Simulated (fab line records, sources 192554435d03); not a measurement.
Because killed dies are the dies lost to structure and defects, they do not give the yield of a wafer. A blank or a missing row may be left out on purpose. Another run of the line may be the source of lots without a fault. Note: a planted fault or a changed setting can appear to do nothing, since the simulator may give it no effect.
Which tool was responsible?    flow n5-finfet    9 lots, 26 wafers sampled, at 6 steps of a route of 1938

## WHAT EACH GAUGE READ, for each wafer
N5_BEOL_M4_RC_MEAS_101. Usual: DIBL_N 35.7 mV/V, standard deviation 1.3; DIBL_P 36.0 mV/V, standard deviation 1.6; IOFF_N 0.154 nA/um, standard deviation 0.025; IOFF_P 0.21 nA/um, standard deviation 0.034; ION_N 675 uA/um, standard deviation 9.7; ION_P 465 uA/um, standard deviation 7.4; SS_N 71.3 mV/dec, standard deviation 0.55; SS_P 73.1 mV/dec, standard deviation 0.52; VT_N 250 mV, standard deviation 3; VT_P -249 mV, standard deviation 3.6.
lot   measured      on         DIBL_N (mV/V)   DIBL_P (mV/V)   IOFF_N (nA/um)     IOFF_P (nA/um)  ION_N (uA/um)  ION_P (uA/um)  SS_N (mV/dec)   SS_P (mV/dec)   VT_N (mV)    VT_P (mV)       flag
L664  day 7 23:34   prober-01  37.3 35.8 37.5  39.0 37.3 39.4  0.199 0.157 0.190  0.25 0.22 0.26  697 682 674    474 469 464    71.6 71.3 72.0  73.8 72.9 73.9  244 247 244  -248 -248 -248  
L665  day 8 07:26   prober-01  33.9 33.9 33.6  34.2 34.5 34.4  0.125 0.125 0.123  0.19 0.19 0.18  661 667 663    463 458 451    71.2 70.9 70.6  72.3 73.0 72.5  254 254 254  -249 -251 -253  
L668  day 8 14:49   prober-02  35.0 37.3 36.0  35.1 38.5 36.1  0.139 0.175 0.154  0.21 0.26 0.22  682 674 671    471 465 460    71.7 72.3 72.0  72.5 74.1 72.7  250 250 251  -248 -245 -248  
L669  day 9 03:46   prober-01  36.2 37.3 35.7  36.6 38.7 35.5  0.185 0.213 0.158  0.28 0.30 0.24  690 704 682    481 492 469    71.3 71.8 71.7  73.0 73.5 72.8  244 244 248  -242 -243 -245  
L672  day 9 22:51   prober-02  36.6 37.6       37.7 38.1       0.178 0.195        0.27 0.27       664 675        464 462        71.4 72.4       73.4 73.2       251 248      -242 -247       
L682  day 12 10:03  prober-02  37.0 35.8 35.2  38.2 36.5 35.7  0.190 0.169 0.152  0.27 0.25 0.23  680 686 666    468 471 465    71.3 71.2 71.1  73.7 73.7 73.1  247 247 248  -244 -244 -246  
L683  day 12 22:46  prober-02  36.7 35.3 38.0  37.0 35.0 37.8  0.177 0.153 0.212  0.22 0.19 0.23  680 665 674    462 452 455    71.6 71.6 72.3  74.1 72.9 74.4  248 251 246  -251 -253 -250  
L684  day 13 06:55  prober-02  35.4 34.2 34.8  35.9 33.1 33.6  0.163 0.129 0.144  0.22 0.19 0.19  693 667 674    468 460 466    71.5 71.2 71.2  73.4 72.6 71.9  246 252 248  -249 -250 -250  
L685  day 13 18:19  prober-02  35.3 39.4 35.3  33.8 39.1 34.4  0.121 0.195 0.121  0.15 0.21 0.14  671 680 668    453 454 449    70.8 71.6 70.8  72.5 73.3 72.3  254 249 254  -256 -251 -262  

N5_BEOL_M7_THK_MEAS_01. Usual: for M7_ILD_THK the level is 154.8 nm and the standard deviation is 2.
lot   measured      on             M7_ILD_THK (nm)    flag
L664  day 8 20:32   film-metro-01  157.5 155.6 157.2  
L665  day 9 05:11   film-metro-02  151.2 154.3 152.5  
L668  day 9 09:31   film-metro-01  154.5 151.9 156.8  
L669  day 10 00:19  film-metro-02  153.7 153.3 155.2  
L672  day 10 20:16  film-metro-02  245.0 153.8        OFF
L682  day 13 10:32  film-metro-02  155.9 156.2 159.6  
L683  day 13 19:52  film-metro-02  154.8 153.8 155.2  
L684  day 14 05:20  film-metro-02  151.9 155.3 157.3  
L685  day 14 20:31  film-metro-01  151.4 152.9 154.5  

N5_BEOL_M7_INSPECT_13: inspects for defects (brightfield). Usual: raw-defect-count at 408, with a standard deviation of 87.
lot   measured      on                 raw-defect-count  flag
L664  day 8 21:33   defect-inspect-02  389 365 429       
L665  day 9 06:14   defect-inspect-01  574 402 535       
L668  day 9 10:45   defect-inspect-02  511 455 545       
L669  day 10 01:57  defect-inspect-01  348 585 281       
L672  day 10 22:22  defect-inspect-02  319 309           
L682  day 13 11:23  defect-inspect-02  336 394 240       
L683  day 13 22:31  defect-inspect-02  358 250 499       
L684  day 14 06:16  defect-inspect-01  388 384 401       
L685  day 14 22:25  defect-inspect-01  405 392 426       

## WHICH TOOL RAN EACH LOT (tool, then ch and the chambers of the sampled wafers, then the start)
lot   N5_BEOL_M6_DESCUM_33                N5_BEOL_M6_ETCH_65                  N5_BEOL_M7_ILD_DEP_00
L664  rie-diel-01 ch 1,2, day 8 16:18     rie-diel-01 ch 1,2, day 8 16:22     pecvd-01 ch 1,2, day 8 19:58
L665  rie-diel-03 ch 0,2, day 9 01:44     rie-diel-03 ch 0,2, day 9 01:47     pecvd-03 ch 0,1, day 9 04:36
L668  rie-diel-01 ch 0,1,2, day 9 05:37   rie-diel-01 ch 0,1,2, day 9 05:40   pecvd-02 ch 0,1,2, day 9 08:56
L669  rie-diel-03 ch 0,1,3, day 9 20:38   rie-diel-03 ch 0,1,3, day 9 20:41   pecvd-03 ch 0,2, day 9 23:37
L672  rie-diel-01 ch 2,3, day 10 15:50    rie-diel-01 ch 2,3, day 10 15:53    pecvd-03 ch 1,2, day 10 19:41
L682  rie-diel-04 ch 0,3, day 13 05:44    rie-diel-04 ch 0,3, day 13 05:47    pecvd-01 ch 0,1, day 13 09:58
L683  rie-diel-01 ch 1,2, day 13 15:42    rie-diel-01 ch 1,2, day 13 15:45    pecvd-01 ch 0,2, day 13 19:17
L684  rie-diel-01 ch 0,1, day 14 01:27    rie-diel-01 ch 0,1, day 14 01:30    pecvd-03 ch 0,1,2, day 14 04:46
L685  rie-diel-03 ch 0,2,3, day 14 15:25  rie-diel-03 ch 0,2,3, day 14 15:28  pecvd-03 ch 0,1, day 14 19:55
- N5_BEOL_M6_DESCUM_33: chemistry O2, time 7 s.
- N5_BEOL_M6_ETCH_65: etches SiARC in CF4, target depth 15.6 nm, time 26 s.
- N5_BEOL_M7_ILD_DEP_00: deposits SiCOH lowk from DEMS/porogen, target thk 179.75 nm, time 33.4 s.

## AS READ BY THE TOOLS THEMSELVES (means over the sampled wafers that have a number; for cases with no such wafer, the mark the record gives instead)
N5_BEOL_M6_DESCUM_33. Usual: drypump-motor-current-A 5.9 A, standard deviation 0.38; oes-product-au 0.79 a.u., standard deviation 0.09; rf-vpp-V 243.1 V, standard deviation 1.2; showerhead-plenum-p-Torr 2.09 Torr, standard deviation 0.063; throttle-valve-pct 20.40 %, standard deviation 0.28.
lot   tool         drypump-motor-current-A (A)  oes-product-au (a.u.)  rf-vpp-V (V)  showerhead-plenum-p-Torr (Torr)  throttle-valve-pct (%)  flag
L664  rie-diel-01  6.3                          0.79                   242.6         2.10                             20.76                   
L665  rie-diel-03  6.0                          0.81                   243.2         2.08                             20.20                   
L668  rie-diel-01  6.0                          0.78                   243.5         2.09                             20.50                   
L669  rie-diel-03  5.7                          0.75                   244.3         2.08                             20.51                   
L672  rie-diel-01  6.4                          0.83                   244.2         2.16                             20.57                   
L682  rie-diel-04  6.0                          0.75                   241.9         2.01                             20.34                   
L683  rie-diel-01  6.2                          0.77                   243.2         2.09                             20.67                   
L684  rie-diel-01  5.8                          0.73                   243.1         2.08                             20.30                   
L685  rie-diel-03  5.8                          0.80                   243.0         2.08                             20.28                   

N5_BEOL_M6_ETCH_65. Usual: drypump-motor-current-A 5.9 A, standard deviation 0.38; etch-rf-on-time-s 25.9 s, standard deviation 0.35; oes-product-au 0.68 a.u., standard deviation 0.076; rf-vpp-V 183.9 V, standard deviation 1.1; showerhead-plenum-p-Torr 2.14 Torr, standard deviation 0.059; throttle-valve-pct 15.59 %, standard deviation 0.27.
lot   tool         drypump-motor-current-A (A)  etch-rf-on-time-s (s)  oes-product-au (a.u.)  rf-vpp-V (V)  showerhead-plenum-p-Torr (Torr)  throttle-valve-pct (%)  flag
L664  rie-diel-01  6.3                          25.8                   0.68                   184.5         2.15                             15.91                   
L665  rie-diel-03  6.0                          26.0                   0.69                   183.7         2.14                             15.42                   
L668  rie-diel-01  6.0                          25.7                   0.66                   184.2         2.15                             15.73                   
L669  rie-diel-03  5.7                          26.1                   0.64                   183.7         2.13                             15.73                   
L672  rie-diel-01  6.4                          25.6                   0.72                   185.4         2.20                             15.67                   
L682  rie-diel-04  6.0                          25.9                   0.64                   183.2         2.05                             15.55                   
L683  rie-diel-01  6.1                          26.1                   0.66                   183.8         2.14                             15.86                   
L684  rie-diel-01  5.8                          26.0                   0.63                   183.8         2.14                             15.60                   
L685  rie-diel-03  5.8                          26.0                   0.69                   184.0         2.13                             15.48                   

N5_BEOL_M7_ILD_DEP_00. Usual: heater-power-w 279 W, standard deviation 58; showerhead-plenum-p-Torr 5.728 Torr, standard deviation 0.018; throttle-valve-pct 13.7 %, standard deviation 0.77.
lot   tool      heater-power-w (W)  showerhead-plenum-p-Torr (Torr)  throttle-valve-pct (%)  flag
L664  pecvd-01  301                 5.735                            13.0                    
L665  pecvd-03  270                 5.714                            13.4                    
L668  pecvd-02  351                 5.728                            14.3                    
L669  pecvd-03  308                 5.717                            13.4                    
L672  pecvd-03  243                 5.722                            12.9                    
L682  pecvd-01  267                 5.728                            14.3                    
L683  pecvd-01  222                 5.740                            13.5                    
L684  pecvd-03  285                 5.722                            13.3                    
L685  pecvd-03  288                 5.699                            13.6                    

## THE ANSWER, worked out from the rows above alone
Rule: take the mean of a lot's wafers that have a number; if it is more than 3 standard deviations from the usual mean, the lot is off. A lot without any number at a reading at which 4 lots or more have one is off too. Any other lot the step has rows for is counted as sound. First the gauges in route order, then the tools' own readings, where a lot's mean is used as printed above. The first step at which some lot is off is used, and at that step the reading that is off furthest; a lot without a number counts as furthest.
Off: at N5_BEOL_M7_THK_MEAS_01 (M7_ILD_THK), L672.
If a tool, at a process step before that reading, ran all the lots that are off and no sound lot after the first of them, it fits. The gauges at N5_BEOL_M7_THK_MEAS_01 are tried like those tools. Of those tried, none fits.

## WHAT THE SIMULATOR HAD PUT IN
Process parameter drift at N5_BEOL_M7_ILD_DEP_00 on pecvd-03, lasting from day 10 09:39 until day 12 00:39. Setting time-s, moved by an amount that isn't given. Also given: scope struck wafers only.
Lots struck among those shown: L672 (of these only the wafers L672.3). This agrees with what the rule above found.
